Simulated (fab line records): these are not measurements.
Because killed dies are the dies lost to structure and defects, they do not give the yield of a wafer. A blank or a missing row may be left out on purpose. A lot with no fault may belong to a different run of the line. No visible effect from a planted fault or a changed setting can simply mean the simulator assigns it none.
Matching of chambers	flow n5Finfet	rieDiel-01 running N5_BEOL_M0_SAQP_ETCH_107: 4 sister chambers
The step etches SiNx in CH3F/O2, target depth 30 nm. 20 wafers are shown with their chamber, then 10 later ones without.

== WAFERS, EACH WITH ITS CHAMBER ==
wafer	chamber	drypumpMotorCurrentA (A)	throttleValvePct (%)	rfVppV (V)
L075.2	3	5.4	16.44	300
L075.4	0	5.6	16.30	308
L075.6	0	5.7	16.33	309
L076.2	2	6.3	16.21	311
L076.4	1	5.5	16.66	285
L076.6	3	5.4	16.44	301
L079.1	2	6.3	16.24	312
L079.2	1	5.5	16.68	288
L079.3	3	5.5	16.44	300
L081.1	0	5.7	16.34	308
L081.5	3	5.4	16.46	298
L081.6	0	5.7	16.35	308
L082.1	0	5.7	16.34	308
L082.3	3	5.4	16.46	300
L082.5	0	5.6	16.33	309
L086.1	1	5.5	16.70	286
L086.3	0	5.7	16.35	308
L086.5	2	6.3	16.26	310
L088.3	1	5.5	16.70	286
L088.5	2	6.3	16.24	309

SIGNATURES, as means of the wafers listed above
reading	chamber 0	chamber 1	chamber 2	chamber 3	scatter within a chamber
drypumpMotorCurrentA	5.671	5.500	6.300	5.420	0.0373
throttleValvePct	16.3343	16.6850	16.2375	16.4480	0.017
rfVppV	308.29	286.25	310.50	299.80	0.999
Rule: for each reading, subtract the chamber's mean from the wafer's reading, divide by that reading's scatter and square the result; add these up over the readings and take the root, which gives the wafer's distance from the chamber. If the next closest chamber is less than 2 further off than the closest, the wafer can't be placed; otherwise it belongs to the closest. The scatter is the square root of a quotient: the sum, over the shown wafers, of each reading's squared deviation from its chamber's mean, divided by wafers minus chambers.

== WAFERS WHOSE CHAMBER IS MISSING ==
wafer	drypumpMotorCurrentA (A)	throttleValvePct (%)	rfVppV (V)
L088.6	5.4	16.47	300
L092.1	6.3	16.26	311
L092.2	5.5	16.75	285
L092.3	5.4	16.51	299
L096.2	5.7	16.36	309
L096.3	5.5	16.75	286
L096.6	6.3	16.29	311
L097.1	6.2	16.30	310
L097.3	5.6	16.35	308
L097.6	5.6	16.38	307

== CHAMBER TAKEN BY EACH ==
wafer	from the rows above	in truth
L088.6	3	3
L092.1	2	2
L092.2	1	1
L092.3	3	3
L096.2	0	0
L096.3	1	1
L096.6	2	2
L097.1	2	2
L097.3	0	0
L097.6	0	0
Correctly placed: 10 of 10. Number that these rows cannot place: 0. Placed wrongly: 0.
